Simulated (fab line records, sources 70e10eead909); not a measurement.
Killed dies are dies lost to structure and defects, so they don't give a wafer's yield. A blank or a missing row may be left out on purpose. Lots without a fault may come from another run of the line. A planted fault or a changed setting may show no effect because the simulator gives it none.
Chamber matching | flow nand_harc | NHARC_A_STAIRCASE_DESCUM_11 on rie_diel-04: 4 sister chambers
The step chemistry O2, time 3 s. 4 wafers are shown with their chamber, then 9 later ones without.

WAFERS WITH THEIR CHAMBER
wafer  | chamber | drypump_motor_current_A (A)
L084.3 | 3       | 5.2
L094.1 | 1       | 6.2
L094.3 | 0       | 5.0
L094.5 | 2       | 5.7

WAFERS WITHOUT THEIR CHAMBER
wafer  | drypump_motor_current_A (A)
L092.1 | 6.2
L092.2 | 5.7
L092.6 | 6.2
L096.1 | 6.2
L096.3 | 5.3
L096.4 | 5.0
L095.2 | 5.0
L095.3 | 6.1
L095.4 | 5.7

WHICH CHAMBER EACH WENT THROUGH
wafer  | from the rows above | in truth
L092.1 | 1                   | 1
L092.2 | 2                   | 2
L092.6 | 1                   | 1
L096.1 | 1                   | 1
L096.3 | 3                   | 3
L096.4 | 0                   | 0
L095.2 | 0                   | 0
L095.3 | 1                   | 1
L095.4 | 2                   | 2
Placed correctly: 9 of 9. Can't be placed from these rows: 0. Placed wrongly: 0.
How it was worked out, from the rows above alone: a wafer's distance from a chamber is the root of the sum, over the readings, of the square of ((its reading less the chamber's mean) divided by the reading's scatter). The wafer belongs to the nearest chamber; if the next one is less than 2 further off, it can't be placed. A chamber's mean is the mean of its shown wafers. The scatter: with one shown wafer a chamber, the root of the mean of the squares of how far each hidden wafer lies from its nearest shown one.
